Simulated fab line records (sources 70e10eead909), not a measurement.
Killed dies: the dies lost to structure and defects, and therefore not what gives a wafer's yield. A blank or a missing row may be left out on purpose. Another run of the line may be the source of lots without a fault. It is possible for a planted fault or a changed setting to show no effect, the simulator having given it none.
Which tool is to blame?	flow nand harc	72 wafers from 24 lots sampled at 6 of the route's 1159 steps

WHAT THE GAUGES SHOWED, per wafer
No reading from a measuring or inspecting step in the record can be judged against a usual standard deviation.

TOOL THAT RAN EACH LOT (tool first, then ch and the chambers of the sampled wafers, then the start)
lot	NHARC_A_STAIRCASE_TRIM_16	NHARC_A_STAIRCASE_DESCUM_186	NHARC_A_STAIRCASE_HM_DEP_456	NHARC_A_STAIRCASE_DESCUM_291	NHARC_A_STAIRCASE_STRIP_295	NHARC_A_STAIRCASE_HM_DEP_462
L075	rie diel-10 ch 1,2, day 10 17:22 or earlier	rie diel-11 ch 0,1,3, day 10 17:22	acl dep-02 ch 0, day 11 07:15	rie diel-10 ch 1,2,3, day 11 09:47	rie diel-10 ch 1,2,3, day 11 13:01 or earlier	acl dep-03 ch 0, day 11 13:01
L074	rie diel-13 ch 0,3, day 10 22:04 or earlier	rie diel-13 ch 0,3, day 10 22:04	acl dep-01 ch 0, day 11 09:41	rie diel-10 ch 1,2, day 11 12:13	rie diel-10 ch 1,3, day 11 15:08 or earlier	acl dep-03 ch 0, day 11 15:08
L077	rie diel-11 ch 0,3, day 11 12:33 or earlier	rie diel-13 ch 0,3, day 11 12:33	acl dep-03 ch 0, day 12 00:53	rie diel-11 ch 2,3, day 12 03:46	rie diel-11 ch 0,1,3, day 12 06:22 or earlier	acl dep-02 ch 0, day 12 06:22
L076	rie diel-10 ch 1,3, day 11 16:16 or earlier	rie diel-13 ch 0,1,2, day 11 16:16	acl dep-02 ch 0, day 12 02:21	rie diel-10 ch 0,3, day 12 05:04	rie diel-10 ch 0,2, day 12 09:41 or earlier	acl dep-03 ch 0, day 12 09:41
L078	rie diel-11 ch 0,2,3, day 11 22:23 or earlier	rie diel-10 ch 2,3, day 11 22:23	acl dep-02 ch 0, day 12 10:11	rie diel-11 ch 0,2, day 12 13:01	rie diel-11 ch 0,2,3, day 12 16:29 or earlier	acl dep-03 ch 0, day 12 16:29
L079	rie diel-13 ch 0,1,2, day 12 08:10 or earlier	rie diel-10 ch 0,1,2, day 12 08:10	acl dep-02 ch 0, day 12 18:20	rie diel-11 ch 0,1,3, day 12 20:22	rie diel-11 ch 1,2,3, day 13 00:30 or earlier	acl dep-01 ch 0, day 13 00:30
L080	rie diel-10 ch 0,1, day 12 09:14 or earlier	rie diel-10 ch 0,2, day 12 09:14	acl dep-03 ch 0, day 12 21:41	rie diel-11 ch 1,2,3, day 12 23:47	rie diel-11 ch 1,2, day 13 02:41 or earlier	acl dep-03 ch 0, day 13 02:41
L083	rie diel-10 ch 1,2,3, day 12 18:26 or earlier	rie diel-10 ch 1,2,3, day 12 18:26	acl dep-02 ch 0, day 13 06:48	rie diel-11 ch 0,1,2, day 13 09:44	rie diel-11 ch 0,1,3, day 13 16:00 or earlier	acl dep-03 ch 0, day 13 16:00
L082	rie diel-11 ch 2,3, day 12 20:02 or earlier	rie diel-11 ch 0,2, day 12 20:02	acl dep-03 ch 0, day 13 06:48	rie diel-13 ch 1,2, day 13 09:31	rie diel-13 ch 1,3, day 13 15:59 or earlier	acl dep-02 ch 0, day 13 15:59
L081	rie diel-11 ch 0,2, day 13 00:33 or earlier	rie diel-13 ch 1,3, day 13 00:33	acl dep-03 ch 0, day 13 13:12	rie diel-10 ch 0,1,2, day 13 15:49	rie diel-10 ch 1,2,3, day 14 00:04 or earlier	acl dep-02 ch 0, day 14 00:04
L085	rie diel-11 ch 0,2,3, day 13 06:17 or earlier	rie diel-11 ch 1,2,3, day 13 06:17	acl dep-01 ch 0, day 13 20:04	rie diel-11 ch 0,1,3, day 13 22:58	rie diel-11 ch 0,1,2, day 14 01:41 or earlier	acl dep-03 ch 0, day 14 01:41
L084	rie diel-13 ch 0,1,3, day 13 09:01 or earlier	rie diel-13 ch 1,2,3, day 13 09:01	acl dep-03 ch 0, day 13 23:50	rie diel-11 ch 0,1,2, day 14 02:50	rie diel-11 ch 0,1,2, day 14 06:09 or earlier	acl dep-02 ch 0, day 14 06:09
L088	rie diel-11 ch 0,1,3, day 14 04:44 or earlier	rie diel-13 ch 0,1,2, day 14 04:44	acl dep-02 ch 0, day 14 13:55	rie diel-11 ch 0,2,3, day 14 16:46	rie diel-11 ch 0,1,2, day 14 20:25 or earlier	acl dep-01 ch 0, day 14 20:25
L086	rie diel-10 ch 0,2,3, day 14 07:17 or earlier	rie diel-10 ch 0,1,3, day 14 07:17	acl dep-03 ch 0, day 14 17:29	rie diel-11 ch 0,1, day 14 20:19	rie diel-11 ch 1,2,3, day 14 22:33 or earlier	acl dep-02 ch 0, day 14 22:33
L087	rie diel-13 ch 0,1, day 14 11:28 or earlier	rie diel-11 ch 0,1, day 14 11:28	acl dep-02 ch 0, day 14 20:46	rie diel-13 ch 0,2,3, day 14 23:02	rie diel-13 ch 0,1,2, day 15 01:56 or earlier	acl dep-03 ch 0, day 15 01:56
L090	rie diel-11 ch 1,2,3, day 14 18:07 or earlier	rie diel-10 ch 0,1,2, day 14 18:07	acl dep-02 ch 0, day 15 04:30	rie diel-11 ch 0,2,3, day 15 07:03	rie diel-11 ch 0,2,3, day 15 09:36 or earlier	acl dep-02 ch 0, day 15 09:36
L089	rie diel-10 ch 0,1,2, day 14 18:17 or earlier	rie diel-13 ch 0,1,3, day 14 18:17	acl dep-01 ch 0, day 15 04:17	rie diel-13 ch 1,2,3, day 15 07:13	rie diel-13 ch 2,3, day 15 11:10 or earlier	acl dep-02 ch 0, day 15 11:10
L091	rie diel-10 ch 0,2, day 15 07:45 or earlier	rie diel-13 ch 0,2,3, day 15 07:45	acl dep-01 ch 0, day 15 23:16	rie diel-13 ch 0,1,3, day 16 02:12	rie diel-13 ch 1,3, day 16 08:48 or earlier	acl dep-02 ch 0, day 16 08:48
L092	rie diel-10 ch 2,3, day 15 08:11 or earlier	rie diel-10 ch 0,1,3, day 15 08:11	acl dep-01 ch 0, day 15 21:24	rie diel-13 ch 2,3, day 16 00:16	rie diel-13 ch 1,2,3, day 16 06:57 or earlier	acl dep-02 ch 0, day 16 06:57
L093	rie diel-13 ch 0,1,3, day 15 14:44 or earlier	rie diel-13 ch 1,2,3, day 15 14:44	acl dep-02 ch 0, day 16 05:43	rie diel-10 ch 0,1,2, day 16 07:53	rie diel-10 ch 0,2,3, day 16 11:50 or earlier	acl dep-03 ch 0, day 16 11:50
L094	rie diel-13 ch 0,2,3, day 16 12:10 or earlier	rie diel-10 ch 1,2,3, day 16 12:10	acl dep-01 ch 0, day 16 23:35	rie diel-13 ch 1,2,3, day 17 01:59	rie diel-13 ch 0,2,3, day 17 04:37 or earlier	acl dep-02 ch 0, day 17 04:37
L096	rie diel-10 ch 0,1,2, day 16 19:55 or earlier	rie diel-13 ch 0,1,2, day 16 19:55	acl dep-02 ch 0, day 17 06:32	rie diel-13 ch 0,2,3, day 17 09:28	rie diel-13 ch 0,2,3, day 17 13:31 or earlier	acl dep-02 ch 0, day 17 13:31
L095	rie diel-13 ch 0,2,3, day 16 19:52 or earlier	rie diel-13 ch 0,1,3, day 16 19:52	acl dep-03 ch 0, day 17 06:00	rie diel-11 ch 2,3, day 17 08:34	rie diel-11 ch 1,2,3, day 17 12:15 or earlier	acl dep-01 ch 0, day 17 12:15
L097	rie diel-11 ch 0,2,3, day 17 07:43 or earlier	rie diel-10 ch 2,3, day 17 07:43	acl dep-02 ch 0, day 17 18:16	rie diel-10 ch 0,1,2, day 17 20:30	rie diel-10 ch 0,1,2, day 17 23:32 or earlier	acl dep-02 ch 0, day 17 23:32
- NHARC_A_STAIRCASE_TRIM_16: chemistry O2, time 211.2 s.
- NHARC_A_STAIRCASE_DESCUM_186: chemistry O2, time 3 s.
- NHARC_A_STAIRCASE_HM_DEP_456: deposits aC, target thk 1500 nm.
- NHARC_A_STAIRCASE_DESCUM_291: chemistry O2, time 3 s.
- NHARC_A_STAIRCASE_STRIP_295: strips in O2.
- NHARC_A_STAIRCASE_HM_DEP_462: deposits aC, target thk 800 nm.

WHAT THE TOOLS THEMSELVES READ (means of the sampled wafers that have a number; where no wafer has one, the mark that the record gives instead)
NHARC_A_STAIRCASE_TRIM_16.
lot	tool	drypump motor current A (A)	oes product au (a.u.)	rf vpp V (V)	showerhead plenum p Torr (Torr)	throttle valve pct (%)
L075	rie diel-10	6.1	1.009	57.4	3.33	17.036
L074	rie diel-13	5.1	1.018	57.4	3.32	17.037
L077	rie diel-11	6.0	0.997	57.6	3.52	17.031
L076	rie diel-10	6.1	1.000	57.8	3.50	17.036
L078	rie diel-11	6.2	1.006	57.1	3.55	17.041
L079	rie diel-13	5.4	1.016	58.3	3.47	17.035
L080	rie diel-10	6.3	1.001	57.6	3.58	17.029
L083	rie diel-10	6.0	1.001	58.3	3.44	17.034
L082	rie diel-11	6.3	0.995	58.0	3.54	17.040
L081	rie diel-11	6.4	0.991	58.4	3.57	17.033
L085	rie diel-11	6.2	0.994	57.6	3.54	17.039
L084	rie diel-13	5.3	1.008	58.1	3.53	17.030
L088	rie diel-11	5.7	0.991	56.8	3.45	17.042
L086	rie diel-10	6.0	1.011	58.2	3.58	17.036
L087	rie diel-13	5.4	1.018	57.8	3.68	17.040
L090	rie diel-11	5.9	0.999	57.6	3.45	17.047
L089	rie diel-10	6.1	1.009	58.9	3.46	17.041
L091	rie diel-10	6.1	1.006	58.9	3.62	17.030
L092	rie diel-10	5.9	0.997	58.0	3.54	17.031
L093	rie diel-13	5.3	1.012	57.7	3.51	17.030
L094	rie diel-13	5.2	1.007	58.0	3.59	17.039
L096	rie diel-10	6.1	1.000	58.6	3.64	17.036
L095	rie diel-13	5.2	1.013	58.2	3.59	17.046
L097	rie diel-11	6.2	0.999	57.8	3.52	17.031

NHARC_A_STAIRCASE_DESCUM_186.
lot	tool	drypump motor current A (A)	oes product au (a.u.)	rf vpp V (V)	showerhead plenum p Torr (Torr)	throttle valve pct (%)
L075	rie diel-11	5.7	1.001	58.0	1.88	11.305
L074	rie diel-13	5.0	1.016	57.4	1.80	11.313
L077	rie diel-13	5.1	1.041	56.9	1.77	11.314
L076	rie diel-13	5.4	1.018	58.2	1.88	11.310
L078	rie diel-10	5.7	1.002	57.7	1.89	11.301
L079	rie diel-10	6.1	0.998	58.1	1.88	11.312
L080	rie diel-10	5.8	1.003	57.5	1.91	11.308
L083	rie diel-10	6.0	0.992	57.8	1.86	11.316
L082	rie diel-11	6.4	0.996	58.2	1.94	11.302
L081	rie diel-13	5.2	1.011	57.7	1.82	11.311
L085	rie diel-11	5.9	0.985	57.4	1.87	11.307
L084	rie diel-13	5.3	1.002	58.4	1.89	11.315
L088	rie diel-13	5.4	1.001	58.0	1.98	11.303
L086	rie diel-10	6.2	0.995	56.7	1.91	11.320
L087	rie diel-11	5.8	0.990	57.2	1.88	11.309
L090	rie diel-10	6.1	0.995	58.2	1.88	11.310
L089	rie diel-13	5.3	1.013	57.6	1.91	11.310
L091	rie diel-13	5.2	1.005	58.0	1.96	11.308
L092	rie diel-10	6.2	0.995	57.7	2.02	11.310
L093	rie diel-13	5.3	1.005	58.1	1.88	11.318
L094	rie diel-10	6.0	1.018	58.2	1.96	11.312
L096	rie diel-13	5.4	1.012	58.5	1.97	11.305
L095	rie diel-13	5.2	1.017	58.2	1.90	11.315
L097	rie diel-10	5.7	1.008	57.4	1.88	11.313

NHARC_A_STAIRCASE_HM_DEP_456.
lot	tool	throttle valve pct (%)
L075	acl dep-02	35.007
L074	acl dep-01	35.010
L077	acl dep-03	34.993
L076	acl dep-02	34.999
L078	acl dep-02	34.996
L079	acl dep-02	34.998
L080	acl dep-03	35.002
L083	acl dep-02	35.012
L082	acl dep-03	34.997
L081	acl dep-03	35.004
L085	acl dep-01	34.994
L084	acl dep-03	35.005
L088	acl dep-02	34.992
L086	acl dep-03	35.001
L087	acl dep-02	34.996
L090	acl dep-02	34.988
L089	acl dep-01	34.997
L091	acl dep-01	35.000
L092	acl dep-01	35.001
L093	acl dep-02	34.998
L094	acl dep-01	34.999
L096	acl dep-02	34.995
L095	acl dep-03	35.001
L097	acl dep-02	34.999

NHARC_A_STAIRCASE_DESCUM_291.
lot	tool	drypump motor current A (A)	oes product au (a.u.)	rf vpp V (V)	showerhead plenum p Torr (Torr)	throttle valve pct (%)
L075	rie diel-10	6.0	1.008	58.2	1.87	11.303
L074	rie diel-10	6.1	1.007	56.4	1.80	11.303
L077	rie diel-11	6.1	1.004	57.8	1.91	11.304
L076	rie diel-10	6.1	0.993	57.7	1.99	11.311
L078	rie diel-11	6.2	0.996	58.0	1.94	11.314
L079	rie diel-11	5.7	0.991	57.7	1.87	11.309
L080	rie diel-11	5.9	0.984	57.2	1.87	11.313
L083	rie diel-11	5.9	0.986	57.5	1.89	11.313
L082	rie diel-13	5.4	0.990	58.3	1.95	11.307
L081	rie diel-10	6.1	0.999	57.3	1.88	11.311
L085	rie diel-11	5.7	0.994	56.5	1.87	11.304
L084	rie diel-11	5.9	0.990	57.6	1.89	11.296
L088	rie diel-11	6.2	1.002	58.2	1.91	11.309
L086	rie diel-11	5.5	0.986	57.3	1.84	11.304
L087	rie diel-13	5.2	1.016	57.6	1.96	11.317
L090	rie diel-11	6.1	1.004	57.8	1.91	11.312
L089	rie diel-13	5.3	0.997	57.9	1.88	11.324
L091	rie diel-13	5.2	1.013	57.6	1.90	11.308
L092	rie diel-13	5.2	1.001	57.8	1.93	11.311
L093	rie diel-10	6.0	1.006	58.4	1.98	11.307
L094	rie diel-13	5.3	1.001	56.7	1.88	11.317
L096	rie diel-13	5.2	1.002	59.1	1.95	11.307
L095	rie diel-11	6.1	0.986	58.0	1.90	11.304
L097	rie diel-10	6.1	1.004	57.3	1.98	11.320

NHARC_A_STAIRCASE_STRIP_295.
lot	tool	drypump motor current A (A)	oes product au (a.u.)	rf vpp V (V)	showerhead plenum p Torr (Torr)	throttle valve pct (%)
L075	rie diel-10	6.0	1.002	56.6	3.44	17.038
L074	rie diel-10	6.2	1.010	57.3	3.39	17.038
L077	rie diel-11	5.7	0.995	57.8	3.46	17.037
L076	rie diel-10	5.8	0.998	57.5	3.53	17.037
L078	rie diel-11	6.2	1.000	57.4	3.55	17.030
L079	rie diel-11	5.9	0.998	58.0	3.46	17.039
L080	rie diel-11	5.6	0.969	56.8	3.40	17.037
L083	rie diel-11	5.7	0.987	57.4	3.45	17.033
L082	rie diel-13	5.2	1.014	57.2	3.36	17.028
L081	rie diel-10	6.0	0.999	57.5	3.43	17.044
L085	rie diel-11	5.9	0.989	58.1	3.48	17.032
L084	rie diel-11	5.9	0.998	57.6	3.48	17.035
L088	rie diel-11	5.9	0.989	57.6	3.48	17.039
L086	rie diel-11	5.9	0.995	57.4	3.45	17.033
L087	rie diel-13	5.5	1.005	58.7	3.63	17.043
L090	rie diel-11	6.1	1.002	58.8	3.53	17.037
L089	rie diel-13	5.2	0.997	57.6	3.55	17.035
L091	rie diel-13	5.2	1.017	57.6	3.35	17.031
L092	rie diel-13	5.3	0.998	57.6	3.47	17.031
L093	rie diel-10	6.0	1.006	58.4	3.57	17.037
L094	rie diel-13	5.2	1.011	58.0	3.59	17.040
L096	rie diel-13	5.2	1.002	57.2	3.58	17.041
L095	rie diel-11	5.9	1.004	57.3	3.44	17.037
L097	rie diel-10	6.1	1.003	58.6	3.63	17.043

NHARC_A_STAIRCASE_HM_DEP_462.
lot	tool	throttle valve pct (%)
L075	acl dep-03	34.991
L074	acl dep-03	34.995
L077	acl dep-02	35.002
L076	acl dep-03	34.988
L078	acl dep-03	35.000
L079	acl dep-01	35.001
L080	acl dep-03	35.000
L083	acl dep-03	34.995
L082	acl dep-02	35.001
L081	acl dep-02	35.003
L085	acl dep-03	35.002
L084	acl dep-02	35.000
L088	acl dep-01	34.992
L086	acl dep-02	34.997
L087	acl dep-03	34.997
L090	acl dep-02	34.997
L089	acl dep-02	34.999
L091	acl dep-02	35.002
L092	acl dep-02	35.002
L093	acl dep-03	34.996
L094	acl dep-02	35.006
L096	acl dep-02	35.004
L095	acl dep-01	35.003
L097	acl dep-02	35.000

THE ANSWER, worked out from the rows above alone
Rule: what is usual is taken from the lots themselves. Put in order of their means at a reading, lots are off if they are a third of the lots or fewer, leave a main group of 4 or more, and stand apart from it by a gap of 3 or more times the standard deviation of the main group's means; of several such gaps the widest counts. A main group is skipped when, at the precision printed for the reading in the tables above, its means are all equal. A lot without any number at a reading at which 4 lots or more have one is off too. Any other lot the step has rows for is counted as sound. After the gauges, taken in route order, come the tools' own readings; for these a lot's mean is taken, as printed above. The first step at which some lot is off is used, and at that step the reading that is off furthest; a lot without a number counts as furthest.
Across all readings shown, no lot is off: no conclusion can be drawn from this.

WHAT THE SIMULATOR PUT IN
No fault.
